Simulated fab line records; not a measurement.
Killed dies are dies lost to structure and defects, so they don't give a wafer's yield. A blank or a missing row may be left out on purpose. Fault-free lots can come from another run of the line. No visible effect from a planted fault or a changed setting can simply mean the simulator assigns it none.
Matching of chambers ; flow n5Finfet ; rieDiel-03 running N5_BEOL_M7_STRIP_36: 4 sister chambers
The step strips in N2/H2. 4 wafers are shown with their chamber, then 10 later ones without.

== EACH WAFER AND ITS CHAMBER ==
wafer;chamber;drypumpMotorCurrentA (A)
L085.5;3;5.4
L085.6;0;6.5
L087.3;2;6.6
L087.4;1;5.7

== WAFERS WITHOUT THEIR CHAMBER ==
wafer;drypumpMotorCurrentA (A)
L087.5;5.4
L093.2;6.7
L093.4;5.7
L093.6;6.5
L094.3;6.5
L094.5;6.5
L094.6;5.4
L096.1;6.6
L096.4;5.4
L096.5;5.7

== WHICH CHAMBER EACH ONE RAN IN ==
wafer;from the rows above;in truth
L087.5;3;3
L093.2;2;2
L093.4;1;1
L093.6;0;0
L094.3;0;0
L094.5;0;0
L094.6;3;3
L096.1;2;2
L096.4;3;3
L096.5;1;1
10 of 10 placed correctly. From these rows, 0 cannot be placed. Wrongly placed: 0.
How it was worked out, from the rows above alone: a wafer's distance from a chamber is the root of the sum, over the readings, of the square of ((its reading less the chamber's mean) divided by the reading's scatter). The wafer belongs to the nearest chamber; if the next one is less than 2 further off, it can't be placed. For every chamber, the mean is computed from those of its wafers that are shown. The scatter: root of mean squared gap, hidden wafer to nearest shown wafer, with one shown wafer a chamber.
